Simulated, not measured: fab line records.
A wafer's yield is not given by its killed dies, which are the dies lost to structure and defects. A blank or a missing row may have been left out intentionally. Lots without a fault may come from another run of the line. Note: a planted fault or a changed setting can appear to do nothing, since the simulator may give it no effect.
fab line records | flow nand_harc
record: lots: 14 | wafers: 42 | last_day: 25
route steps=1159 shown P_ZERO_WELL@26 A_BONDPAD@1059 THIN_TSV@1126 END@1159
lots with no fault: from the same line, run without faults
start_h: the number of hours between the record's first day and the start of the first shown wafer of the lot | wait_h: hours from the lot's prior step to this one | " the same as in the row above | L1.1+2: one row covering several wafers at once | - no value, or no start given | * or withheld: withheld | < > ~ a bound
route shown NAME@n: a module of which the file shows steps, and the number in the route of the first | usual: mean/standard deviation of fault-free wafers | same: alike in all rows | chamber/n: place in a boat | sites: per-site readings | _std_site: their standard deviation | _edge_site: outer sites' mean less inner sites' | radius_mm: for every site, how far away it sits from the centre of the wafer | mask NAME#n: copy n | behind: the last tool/chamber to shape the wafer | hold: the reason the lot was held/the length of the hold in hours/how it ended | device: names the non-switching transistor (n, p or np) | end of line: tests run on the same wafers once the route is complete | a step without rows: its recipe alone | killed: dies lost to structure and defects at the first sort, not the wafer's yield | map: a wafer's dies, marking killed ones x, the rest . and places with no die _
set.NAME: the setting that was run; set.NAME@STEP: the one run at that earlier step | model.NAME: the simulator's own value behind a step, which no gauge read
the route's steps for a sample of lots (tables are steps, rows are wafers)
services: when a tool's chamber went out of use (start_h, in hours from the record's first day, below 0 if earlier), for how many hours, and the reason
== steps ==
step: NHARC_P_ZERO_WELL_EXPOSE_21
recipe: na: 0.6 | target_cd_nm: 720 | dose_mj: 22.31 | mask_id: P_NWELL
lot.wafer  | tool           | chamber | start_h | wait_h | mask
L885.3+4+5 | krf_scanner-02 | 0       | 14.34   | -      | P_NWELL#0
L886.1+4+5 | krf_scanner-01 | 0       | 20.44   | -      | P_NWELL#0
L887.2+4+6 | krf_scanner-01 | 0       | 26.34   | -      | P_NWELL#0
L888.1+2+6 | krf_scanner-03 | 0       | 32.42   | -      | P_NWELL#0
L889.3+4+6 | krf_scanner-03 | 0       | 38.34   | -      | P_NWELL#0
L890.1+2+5 | krf_scanner-02 | 0       | 44.33   | -      | P_NWELL#0
L892.4+5+6 | krf_scanner-02 | 0       | 56.20   | -      | P_NWELL#0
L893.1+2+4 | krf_scanner-01 | 0       | 62.48   | -      | P_NWELL#0
L894.2+3+5 | krf_scanner-01 | 0       | 68.29   | -      | P_NWELL#0
L895.1+4+5 | krf_scanner-02 | 0       | 74.44   | -      | P_NWELL#0
L902.2+3+4 | krf_scanner-01 | 0       | 116.33  | -      | P_NWELL#0
L903.3+4+6 | krf_scanner-03 | 0       | 122.53  | -      | P_NWELL#0
L905.2+3+4 | krf_scanner-03 | 0       | 134.45  | -      | P_NWELL#0
L907.1+3+5 | krf_scanner-02 | 0       | 146.99  | -      | P_NWELL#0
step: NHARC_A_BONDPAD_DEP_00
recipe: target_thk_a: 2500 | temp_c: 370 | target_thk_nm: 250 | pressure_torr: 3 | flow_sccm: 200 | rf_w: 450 | material: SiCN
usual: chamber_pressure_Torr: 3.001/0.0062 | heater_power_w: 595/91 | susceptor_temp_C: 369.99/0.2
lot.wafer | tool     | chamber | start_h | wait_h | chamber_pressure_Torr | heater_power_w | susceptor_temp_C
L885.3    | pecvd-04 | 2       | 402.85  | -      | 3.013                 | 631            | 370.11
L885.5    | "        | 1       | "       | "      | 3.009                 | 574            | 369.79
L885.4    | "        | 0       | "       | "      | 2.989                 | 743            | 369.87
L888.1    | pecvd-01 | 0       | -       | -      | 2.992                 | 641            | 370.10
L888.2    | "        | 1       | "       | "      | 3.001                 | 633            | 369.40
L888.6    | "        | 1       | "       | "      | 2.995                 | 633            | 370.08
L886.1    | pecvd-04 | 2       | 416.94  | -      | 2.992                 | 605            | 370.31
L886.4    | "        | 2       | "       | "      | 2.989                 | 624            | 370.02
L886.5    | "        | 0       | "       | "      | 3.005                 | 622            | 370.07
L887.2    | pecvd-01 | 0       | -       | -      | 2.991                 | 622            | 370.35
L887.4    | "        | 1       | "       | "      | 2.997                 | 609            | 369.83
L887.6    | "        | 0       | "       | "      | 2.994                 | 631            | 370.21
L890.1    | pecvd-04 | 0       | 422.14  | -      | 2.994                 | 727            | 369.76
L890.2    | "        | 2       | "       | "      | 3.012                 | 607            | 369.81
L890.5    | "        | 0       | "       | "      | 2.993                 | 749            | 370.06
L892.5    | pecvd-04 | 1       | 438.06  | -      | 3.006                 | 646            | 369.86
L892.4    | "        | 2       | "       | "      | 3.002                 | 586            | 369.83
L892.6    | "        | 0       | "       | "      | 2.995                 | 640            | 369.85
L889.4    | pecvd-01 | 0       | 445.32  | -      | 3.003                 | 512            | 369.81
L889.3    | "        | 1       | "       | "      | 3.006                 | 622            | 369.95
L889.6    | "        | 0       | "       | "      | 3.007                 | 525            | 370.27
L894.2    | pecvd-04 | 2       | 451.42  | -      | 3.009                 | 640            | 370.20
L894.3    | "        | 0       | "       | "      | 3.012                 | 730            | 370.23
L894.5    | "        | 0       | "       | "      | 3.004                 | 744            | 370.27
L893.2    | pecvd-01 | 1       | 452.79  | -      | 3.003                 | 640            | 369.52
L893.1    | "        | 0       | "       | "      | 2.997                 | 580            | 369.95
L893.4    | "        | 1       | "       | "      | 3.011                 | 643            | 369.94
L895.1    | pecvd-03 | 2       | 466.50  | -      | 3.002                 | 477            | 370.03
L895.4    | "        | 0       | "       | "      | 3.006                 | 472            | 370.00
L895.5    | "        | 1       | "       | "      | 2.993                 | 573            | 369.73
L903.3    | pecvd-03 | 0       | 504.23  | -      | 2.998                 | 540            | 369.98
L903.6    | "        | 2       | "       | "      | 3.006                 | 485            | 369.92
L903.4    | "        | 0       | "       | "      | 3.001                 | 550            | 370.40
L902.3    | pecvd-03 | 2       | -       | -      | 2.992                 | 464            | 370.01
L902.2    | "        | 0       | "       | "      | 3.001                 | 498            | 370.25
L902.4    | "        | 2       | "       | "      | 2.999                 | 475            | 370.14
L905.3    | pecvd-04 | 1       | 512.93  | -      | 2.992                 | 664            | 370.09
L905.2    | "        | 2       | "       | "      | 3.006                 | 647            | 369.97
L905.4    | "        | 2       | "       | "      | 3.005                 | 639            | 370.07
L907.1    | pecvd-03 | 0       | 549.26  | -      | 2.995                 | 502            | 369.77
L907.3    | "        | 2       | "       | "      | 2.993                 | 379            | 369.91
L907.5    | "        | 2       | "       | "      | 2.997                 | 394            | 370.01
step: NHARC_A_BONDPAD_CD_MEAS_13
usual: cd_nm: 498.8/2
lot.wafer | tool      | chamber | start_h | wait_h | cd_nm
L885.3    | cd_sem-03 | -       | 404.56  | -      | 500.0
L885.4    | "         | -       | "       | "      | 498.4
L885.5    | "         | -       | "       | "      | 496.7
L888.1    | cd_sem-02 | -       | 418.40  | -      | 499.3
L888.2    | "         | -       | "       | "      | 496.0
L888.6    | "         | -       | "       | "      | 498.9
L886.1    | cd_sem-02 | -       | 418.70  | -      | 497.8
L886.4    | "         | -       | "       | "      | 498.8
L886.5    | "         | -       | "       | "      | 498.3
L887.2    | cd_sem-03 | -       | 419.35  | -      | 499.6
L887.4    | "         | -       | "       | "      | 500.0
L887.6    | "         | -       | "       | "      | 497.0
L890.1    | cd_sem-03 | -       | 423.78  | -      | 497.8
L890.2    | "         | -       | "       | "      | 497.7
L890.5    | "         | -       | "       | "      | 498.7
L892.4    | cd_sem-01 | -       | 439.69  | -      | 499.9
L892.5    | "         | -       | "       | "      | 497.0
L892.6    | "         | -       | "       | "      | 497.1
L889.3    | cd_sem-03 | -       | 447.13  | -      | 499.3
L889.4    | "         | -       | "       | "      | 499.4
L889.6    | "         | -       | "       | "      | 496.3
L894.2    | cd_sem-03 | -       | 453.16  | -      | 499.8
L894.3    | "         | -       | "       | "      | 500.0
L894.5    | "         | -       | "       | "      | 497.2
L893.1    | cd_sem-02 | -       | 454.57  | -      | 497.9
L893.2    | "         | -       | "       | "      | 500.4
L893.4    | "         | -       | "       | "      | 496.3
L895.1    | cd_sem-01 | -       | 468.15  | -      | 501.8
L895.4    | "         | -       | "       | "      | 502.1
L895.5    | "         | -       | "       | "      | 498.3
L903.3    | cd_sem-03 | -       | 505.94  | -      | 502.5
L903.4    | "         | -       | "       | "      | 497.6
L903.6    | "         | -       | "       | "      | 501.3
L902.2    | cd_sem-03 | -       | 513.90  | -      | 496.6
L902.3    | "         | -       | "       | "      | 497.3
L902.4    | "         | -       | "       | "      | 501.4
L905.2    | cd_sem-03 | -       | 514.65  | -      | 497.7
L905.3    | "         | -       | "       | "      | 497.6
L905.4    | "         | -       | "       | "      | 499.3
L907.1    | cd_sem-02 | -       | 551.04  | -      | 498.0
L907.3    | "         | -       | "       | "      | 500.6
L907.5    | "         | -       | "       | "      | 497.1
step: NHARC_THIN_TSV_STRIP_62
recipe: power_w: 1500 | temp_c: 250 | time_s: 20 | chemistry: N2/H2
usual: drypump_motor_current_A: 5.9/0.42 | heater_power_w: 310/27 | rf_refl_power_W: 20/8.3
lot.wafer | tool            | chamber | start_h | wait_h | drypump_motor_current_A | heater_power_w | rf_hours_counter_h | rf_refl_power_W
L885.4    | plasma_asher-01 | 1       | 423.73  | -      | 5.2                     | 289            | -                  | 13
L885.3    | "               | 0       | "       | "      | 6.0                     | 273            | -                  | 20
L885.5    | "               | 1       | "       | "      | 5.2                     | 293            | -                  | 14
L886.1    | plasma_asher-02 | 1       | 438.40  | -      | 5.9                     | 330            | 21                 | 32
L886.4    | "               | 1       | "       | "      | 5.9                     | 342            | -                  | 32
L886.5    | "               | 1       | "       | "      | 5.9                     | 342            | -                  | 33
L888.1    | plasma_asher-01 | 0       | 439.53  | -      | 6.0                     | 274            | 53                 | 20
L888.2    | "               | 1       | "       | "      | 5.2                     | 286            | 53                 | 13
L888.6    | "               | 1       | "       | "      | 5.2                     | 284            | -                  | 13
L887.2    | plasma_asher-02 | 0       | 440.46  | -      | 6.4                     | 330            | 22                 | 13
L887.4    | "               | 1       | "       | "      | 5.9                     | 336            | -                  | 32
L887.6    | "               | 0       | "       | "      | 6.4                     | 326            | -                  | 12
L890.1    | plasma_asher-01 | 1       | 442.33  | -      | 5.2                     | 288            | 55                 | -
L890.2    | "               | 0       | "       | "      | 6.0                     | 267            | 55                 | -
L890.5    | "               | 0       | "       | "      | 6.0                     | 264            | -                  | -
L892.4    | plasma_asher-02 | 1       | 457.88  | -      | 5.9                     | 336            | -                  | 32
L892.5    | "               | 1       | "       | "      | 5.9                     | 336            | -                  | 33
L892.6    | "               | 0       | "       | "      | 6.4                     | 322            | -                  | 13
L889.4    | plasma_asher-01 | 1       | 464.58  | -      | 5.1                     | 287            | -                  | 13
L889.3    | "               | 0       | "       | "      | 6.0                     | 279            | -                  | 19
L889.6    | "               | 0       | "       | "      | 6.0                     | 270            | -                  | 20
L894.2    | plasma_asher-01 | 1       | 470.70  | -      | 5.2                     | 287            | 2                  | 13
L894.3    | "               | 1       | "       | "      | 5.2                     | 288            | -                  | 13
L894.5    | "               | 1       | "       | "      | 5.2                     | 295            | -                  | 13
L893.1    | plasma_asher-02 | 0       | 472.13  | -      | 6.3                     | 324            | 34                 | 12
L893.2    | "               | 1       | "       | "      | 5.9                     | 347            | 34                 | 33
L893.4    | "               | 1       | "       | "      | 5.9                     | 347            | -                  | 33
L895.1    | plasma_asher-02 | 0       | 486.20  | -      | 6.4                     | 320            | 39                 | 13
L895.4    | "               | 0       | "       | "      | 6.4                     | 335            | -                  | 13
L895.5    | "               | 1       | "       | "      | 5.9                     | 345            | -                  | 32
L903.4    | plasma_asher-02 | 0       | 522.93  | -      | 6.3                     | 330            | -                  | 13
L903.3    | "               | 1       | "       | "      | 5.9                     | 340            | -                  | 32
L903.6    | "               | 1       | "       | "      | 5.9                     | 339            | -                  | 33
L905.2    | plasma_asher-01 | 0       | 534.12  | -      | 6.0                     | 286            | 22                 | 20
L905.4    | "               | 0       | "       | "      | 6.0                     | 279            | -                  | 19
L905.3    | "               | 1       | "       | "      | 5.2                     | 290            | -                  | 13
L902.2    | plasma_asher-01 | 1       | 536.37  | -      | 5.2                     | 290            | 23                 | -
L902.3    | "               | 1       | "       | "      | 5.2                     | 284            | -                  | -
L902.4    | "               | 0       | "       | "      | 6.0                     | 275            | -                  | -
L907.1    | plasma_asher-02 | 0       | 570.92  | -      | 6.3                     | 340            | 7                  | 13
L907.3    | "               | 1       | "       | "      | 5.9                     | 340            | -                  | 34
L907.5    | "               | 1       | "       | "      | 5.9                     | 326            | -                  | 32
step: NHARC_END_SORT_01
recipe: temp_c: 25
usual: killed_at_array: 27/11 | killed_at_other: 0.7/1.1 | killed_at_periphery: 3.4/2.1 | killed_dies: 31/12 | killed_open: 3.6/2 | killed_short: 2.0/1.3
same: gross_dies: 677
lot.wafer | tool      | chamber | start_h | wait_h | hold                     | killed_at_array | killed_at_other | killed_at_periphery | killed_dies | killed_open | killed_short
L887.2    | prober-02 | 0       | 459.29  | 2.8    | -                        | 26              | 1               | 1                   | 28          | 6           | 1
L887.4    | prober-02 | 0       | 460.89  | 3.4    | -                        | 18              | 0               | 5                   | 23          | 2           | 3
L887.6    | prober-02 | 0       | 462.48  | 4.0    | -                        | 22              | 0               | 3                   | 25          | 1           | 2
L903.3    | prober-02 | 0       | 534.21  | 3.1    | await_dispo/3.0h/release | 17              | 0               | 26                  | 43          | 1           | 4
L903.4    | prober-02 | 0       | 535.00  | 3.4    | await_dispo/3.0h/release | 29              | 0               | 38                  | 67          | 4           | 3
L903.6    | prober-02 | 0       | 536.59  | 4.0    | await_dispo/3.0h/release | 24              | 0               | 30                  | 54          | 1           | 2
L905.2    | prober-01 | 0       | 547.24  | 2.8    | await_dispo/8.1h/release | 16              | 0               | 29                  | 45          | 1           | 1
L905.3    | prober-01 | 0       | 548.04  | 3.1    | await_dispo/8.1h/release | 15              | 0               | 38                  | 53          | 2           | 2
L905.4    | prober-01 | 0       | 548.84  | 3.4    | await_dispo/8.1h/release | 20              | 1               | 44                  | 65          | 3           | 2
L902.2    | prober-01 | 0       | 555.06  | 2.8    | -                        | 50              | 3               | 7                   | 60          | 3           | 2
L902.3    | prober-01 | 0       | 555.86  | 3.1    | -                        | 48              | 1               | 8                   | 57          | 7           | 1
L902.4    | prober-01 | 0       | 556.67  | 3.4    | -                        | 46              | 0               | 5                   | 51          | 3           | 0
killed by level:class
L887.2 A_SLIT:chamber_film_flake=10 A_CHANNEL_HOLE_D1:chamber_film_flake=3 A_CHANNEL_FILL_D1:chamber_film_flake=3 A_M0:geometric_particle:open=2 A_STAIRCASE:chamber_film_flake=2 A_CONTACT:chamber_film_flake=2 P_STI:geometric_particle:open=1 A_SOURCE_PLATE:geometric_particle:open=1
L887.4 A_SLIT:chamber_film_flake=6 A_CONTACT:chamber_film_flake=4 A_STAIRCASE:chamber_film_flake=3 P_GATE:chamber_film_flake=2 A_CHANNEL_HOLE_D1:chamber_film_flake=2 P_M0:geometric_particle:short=1 P_M1:geometric_particle:open=1 A_CHANNEL_FILL_D1:geometric_particle:short=1
L887.6 A_SLIT:chamber_film_flake=6 A_STAIRCASE:chamber_film_flake=5 A_CHANNEL_HOLE_D1:chamber_film_flake=3 P_CONTACT:chamber_film_flake=2 A_CHANNEL_FILL_D1:chamber_film_flake=2 A_CONTACT:chamber_film_flake=2 A_WL_FILL:geometric_particle:short=1 A_WL_FILL:geometric_particle:open=1
L903.3 P_ZERO_WELL:overlay=23 A_SLIT:chamber_film_flake=5 A_CHANNEL_HOLE_D1:chamber_film_flake=4 A_CONTACT:chamber_film_flake=4 P_M1:geometric_particle:short=1 A_ONON_D1:geometric_particle:short=1 A_WL_FILL:geometric_particle:short=1 A_WL_FILL:geometric_particle:open=1
L903.4 P_ZERO_WELL:overlay=37 A_SLIT:chamber_film_flake=18 A_WL_FILL:chamber_film_flake=3 P_M0:geometric_particle:open=1 A_ONON_D1:geometric_particle:short=1 A_ONON_D1:geometric_particle:open=1 A_SGD_CUT:geometric_particle:short=1 A_WL_FILL:geometric_particle:short=1
L903.6 P_ZERO_WELL:overlay=30 A_SLIT:chamber_film_flake=12 A_CHANNEL_HOLE_D1:chamber_film_flake=6 A_CONTACT:chamber_film_flake=2 A_ONON_D1:geometric_particle:short=1 A_CONTACT:geometric_particle:open=1 A_M0:geometric_particle:short=1 A_STAIRCASE:chamber_film_flake=1
L905.2 P_ZERO_WELL:overlay=29 A_SLIT:chamber_film_flake=6 A_CHANNEL_HOLE_D1:chamber_film_flake=4 A_CONTACT:chamber_film_flake=4 A_CHANNEL_FILL_D1:geometric_particle:open=1 A_SGD_CUT:geometric_particle:short=1
L905.3 P_ZERO_WELL:overlay=37 A_SLIT:chamber_film_flake=5 A_SGD_CUT:chamber_film_flake=3 A_CONTACT:chamber_film_flake=3 P_STI:geometric_particle:short=1 A_WL_FILL:geometric_particle:open=1 A_M0:geometric_particle:open=1 A_M1:geometric_particle:short=1
L905.4 P_ZERO_WELL:overlay=39 A_SLIT:chamber_film_flake=9 A_CHANNEL_HOLE_D1:chamber_film_flake=5 P_GATE:chamber_film_flake=2 P_GATE:geometric_particle:open=1 A_CHANNEL_HOLE_D1:geometric_particle:open=1 A_WL_FILL:geometric_particle:short=1 A_M1:geometric_particle:short=1
L902.2 A_CHANNEL_HOLE_D1:chamber_film_flake=24 A_SLIT:chamber_film_flake=8 A_CONTACT:chamber_film_flake=8 A_STAIRCASE:chamber_film_flake=7 P_ZERO_WELL:chamber_film_flake=4 THIN_TSV:chamber_film_flake=3 A_WL_FILL:geometric_particle:open=2 P_M0:geometric_particle:short=1
L902.3 A_CHANNEL_HOLE_D1:chamber_film_flake=19 A_SLIT:chamber_film_flake=13 A_STAIRCASE:chamber_film_flake=5 P_ZERO_WELL:chamber_film_flake=4 A_CONTACT:chamber_film_flake=4 A_BLC:geometric_particle:open=3 P_STI:chamber_film_flake=2 P_GATE:geometric_particle:open=1
L902.4 A_CHANNEL_HOLE_D1:chamber_film_flake=26 A_STAIRCASE:chamber_film_flake=7 A_SLIT:chamber_film_flake=6 P_ZERO_WELL:chamber_film_flake=4 A_CONTACT:chamber_film_flake=4 P_M2:geometric_particle:open=1 A_CHANNEL_FILL_D1:geometric_particle:open=1 A_CONTACT:geometric_particle:open=1
== services ==
tool            | chamber | start_h | hours | kind
krf_scanner-02  | -       | 5.42    | 0.3   | repair
plasma_asher-02 | -       | 6.24    | 9.0   | pm
pecvd-04        | -       | 14.33   | 13.0  | pm
plasma_asher-01 | -       | 22.22   | 13.5  | repair
krf_scanner-02  | -       | 38.29   | 4.0   | pm
krf_scanner-02  | -       | 68.71   | 1.9   | repair
krf_scanner-01  | -       | 84.00   | 4.0   | pm
krf_scanner-02  | -       | 91.53   | 2.4   | repair
krf_scanner-01  | -       | 97.70   | 1.1   | repair
plasma_asher-01 | -       | 99.32   | 9.0   | pm
krf_scanner-02  | -       | 103.60  | 0.6   | repair
plasma_asher-02 | -       | 181.05  | 4.3   | repair
plasma_asher-02 | -       | 185.35  | 9.0   | pm
pecvd-04        | -       | 195.33  | 13.0  | pm
plasma_asher-01 | -       | 276.32  | 9.0   | pm
pecvd-04        | 2       | 292.43  | 19.0  | repair
plasma_asher-02 | -       | 339.16  | 0.9   | repair
plasma_asher-02 | -       | 362.54  | 9.0   | pm
pecvd-04        | -       | 376.33  | 13.0  | pm
pecvd-04        | 0       | 425.86  | 6.0   | repair
plasma_asher-01 | -       | 453.53  | 9.0   | pm
plasma_asher-01 | -       | 508.57  | 5.0   | repair
plasma_asher-02 | -       | 539.54  | 9.0   | pm
pecvd-04        | -       | 557.33  | 13.0  | pm
== key ==
first_sign: step: NHARC_END_SORT_01 | reading: killed_at_periphery | direction: up | sigmas: 15 | usual: 3.4 | struck: 34.2
effect: step: NHARC_END_SORT_01 | reading: killed_dies | direction: up | sigmas: 1.9 | usual: 31 | struck: 54 | wafers_moved: 5
more_kills_born_at: NHARC_P_ZERO_WELL_EXPOSE_21@krf_scanner-03: 195
met_at NHARC_P_ZERO_WELL_EXPOSE_21
struck_lots L903,L905
tester_left_out L903,L905
not_acting_at NHARC_A_BONDPAD_DEP_00,NHARC_A_BONDPAD_CD_MEAS_13,NHARC_THIN_TSV_STRIP_62
onset_between 38.34 122.53
fault: kind: scanner_matching_overlay | tool: krf_scanner-03 | chamber: - | onset_h: 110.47 | steps: NHARC_P_ZERO_WELL_EXPOSE_21 | offset: 95.429
tester_left_out: of these lots the tester's yield and bins aren't shown, on N5 and GAA mostly nor the transistor test; their killed dies are dies lost to structure and defects alone, not to doping, threshold or leakage, so they don't give the yield
